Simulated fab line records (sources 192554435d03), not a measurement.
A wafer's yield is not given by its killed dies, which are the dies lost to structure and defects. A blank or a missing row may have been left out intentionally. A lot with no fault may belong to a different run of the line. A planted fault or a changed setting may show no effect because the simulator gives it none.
Chamber matching / flow n5-finfet / N5_BEOL_M15_ILD_DEP_00 on pecvd-01 has 3 sister chambers
The step deposits SiO2 from TEOS/O2, target thk 1629.3 nm, time 346.1 s. 22 wafers are shown with their chamber, then 11 later ones without.

## EACH WAFER AND ITS CHAMBER
wafer=L075.1; chamber=2; throttle-valve-pct (%)=17.7; showerhead-plenum-p-Torr (Torr)=8.306; heater-power-w (W)=536
wafer=L075.4; chamber=0; throttle-valve-pct (%)=19.7; showerhead-plenum-p-Torr (Torr)=8.326; heater-power-w (W)=608
wafer=L075.6; chamber=2; throttle-valve-pct (%)=17.8; showerhead-plenum-p-Torr (Torr)=8.292; heater-power-w (W)=417
wafer=L077.2; chamber=1; throttle-valve-pct (%)=17.1; showerhead-plenum-p-Torr (Torr)=8.345; heater-power-w (W)=740
wafer=L077.4; chamber=2; throttle-valve-pct (%)=17.8; showerhead-plenum-p-Torr (Torr)=8.292; heater-power-w (W)=554
wafer=L077.5; chamber=0; throttle-valve-pct (%)=19.9; showerhead-plenum-p-Torr (Torr)=8.306; heater-power-w (W)=642
wafer=L083.4; chamber=2; throttle-valve-pct (%)=17.8; showerhead-plenum-p-Torr (Torr)=8.285; heater-power-w (W)=571
wafer=L083.5; chamber=0; throttle-valve-pct (%)=19.8; showerhead-plenum-p-Torr (Torr)=8.316; heater-power-w (W)=633
wafer=L083.6; chamber=1; throttle-valve-pct (%)=17.3; showerhead-plenum-p-Torr (Torr)=8.345; heater-power-w (W)=815
wafer=L084.3; chamber=1; throttle-valve-pct (%)=17.0; showerhead-plenum-p-Torr (Torr)=8.341; heater-power-w (W)=778
wafer=L084.4; chamber=2; throttle-valve-pct (%)=17.8; showerhead-plenum-p-Torr (Torr)=8.267; heater-power-w (W)=535
wafer=L084.5; chamber=1; throttle-valve-pct (%)=16.8; showerhead-plenum-p-Torr (Torr)=8.322; heater-power-w (W)=638
wafer=L086.1; chamber=1; throttle-valve-pct (%)=17.0; showerhead-plenum-p-Torr (Torr)=8.348; heater-power-w (W)=745
wafer=L086.3; chamber=0; throttle-valve-pct (%)=19.8; showerhead-plenum-p-Torr (Torr)=8.312; heater-power-w (W)=541
wafer=L086.5; chamber=1; throttle-valve-pct (%)=17.0; showerhead-plenum-p-Torr (Torr)=8.334; heater-power-w (W)=638
wafer=L090.1; chamber=0; throttle-valve-pct (%)=19.8; showerhead-plenum-p-Torr (Torr)=8.308; heater-power-w (W)=625
wafer=L090.3; chamber=2; throttle-valve-pct (%)=18.0; showerhead-plenum-p-Torr (Torr)=8.312; heater-power-w (W)=410
wafer=L090.5; chamber=2; throttle-valve-pct (%)=18.1; showerhead-plenum-p-Torr (Torr)=8.279; heater-power-w (W)=514
wafer=L091.3; chamber=2; throttle-valve-pct (%)=18.2; showerhead-plenum-p-Torr (Torr)=8.276; heater-power-w (W)=568
wafer=L091.5; chamber=0; throttle-valve-pct (%)=19.6; showerhead-plenum-p-Torr (Torr)=8.333; heater-power-w (W)=596
wafer=L091.6; chamber=1; throttle-valve-pct (%)=17.0; showerhead-plenum-p-Torr (Torr)=8.345; heater-power-w (W)=635
wafer=L094.1; chamber=1; throttle-valve-pct (%)=17.0; showerhead-plenum-p-Torr (Torr)=8.331; heater-power-w (W)=654

SIGNATURES (means of the wafers above)
reading=throttle-valve-pct; chamber 0=19.767; chamber 1=17.025; chamber 2=17.900; scatter within a chamber=0.147
reading=showerhead-plenum-p-Torr; chamber 0=8.31683; chamber 1=8.33887; chamber 2=8.28862; scatter within a chamber=0.012
reading=heater-power-w; chamber 0=607.50; chamber 1=705.38; chamber 2=513.12; scatter within a chamber=61.7
Rule: a wafer lies at a distance from a chamber equal to the root of the sum of squares, over the readings, of (its reading less the chamber's mean, divided by the reading's scatter). If the next closest chamber is less than 2 further off than the closest, the wafer can't be placed; otherwise it belongs to the closest. How the scatter is found: for the shown wafers, subtract from each reading the mean of its chamber, square and add these, divide the total by (wafers less chambers), then take the root.

## WAFERS MISSING THEIR CHAMBER
wafer=L094.5; throttle-valve-pct (%)=17.1; showerhead-plenum-p-Torr (Torr)=8.323; heater-power-w (W)=753
wafer=L094.6; throttle-valve-pct (%)=18.1; showerhead-plenum-p-Torr (Torr)=8.294; heater-power-w (W)=545
wafer=L092.2; throttle-valve-pct (%)=20.1; showerhead-plenum-p-Torr (Torr)=8.310; heater-power-w (W)=579
wafer=L092.3; throttle-valve-pct (%)=17.1; showerhead-plenum-p-Torr (Torr)=8.325; heater-power-w (W)=824
wafer=L092.6; throttle-valve-pct (%)=20.2; showerhead-plenum-p-Torr (Torr)=8.350; heater-power-w (W)=477
wafer=L095.1; throttle-valve-pct (%)=19.8; showerhead-plenum-p-Torr (Torr)=8.346; heater-power-w (W)=627
wafer=L095.4; throttle-valve-pct (%)=17.3; showerhead-plenum-p-Torr (Torr)=8.340; heater-power-w (W)=797
wafer=L095.5; throttle-valve-pct (%)=17.9; showerhead-plenum-p-Torr (Torr)=8.299; heater-power-w (W)=562
wafer=L096.1; throttle-valve-pct (%)=17.2; showerhead-plenum-p-Torr (Torr)=8.325; heater-power-w (W)=781
wafer=L096.2; throttle-valve-pct (%)=18.1; showerhead-plenum-p-Torr (Torr)=8.279; heater-power-w (W)=496
wafer=L096.5; throttle-valve-pct (%)=18.1; showerhead-plenum-p-Torr (Torr)=8.288; heater-power-w (W)=552

## WHICH CHAMBER EACH ONE RAN IN
wafer=L094.5; from the rows above=1; in truth=1
wafer=L094.6; from the rows above=2; in truth=2
wafer=L092.2; from the rows above=0; in truth=0
wafer=L092.3; from the rows above=1; in truth=1
wafer=L092.6; from the rows above=0; in truth=0
wafer=L095.1; from the rows above=0; in truth=0
wafer=L095.4; from the rows above=1; in truth=1
wafer=L095.5; from the rows above=2; in truth=2
wafer=L096.1; from the rows above=1; in truth=1
wafer=L096.2; from the rows above=2; in truth=2
wafer=L096.5; from the rows above=2; in truth=2
11 of 11 placed correctly. Can't be placed from these rows: 0. Placed wrongly: 0.
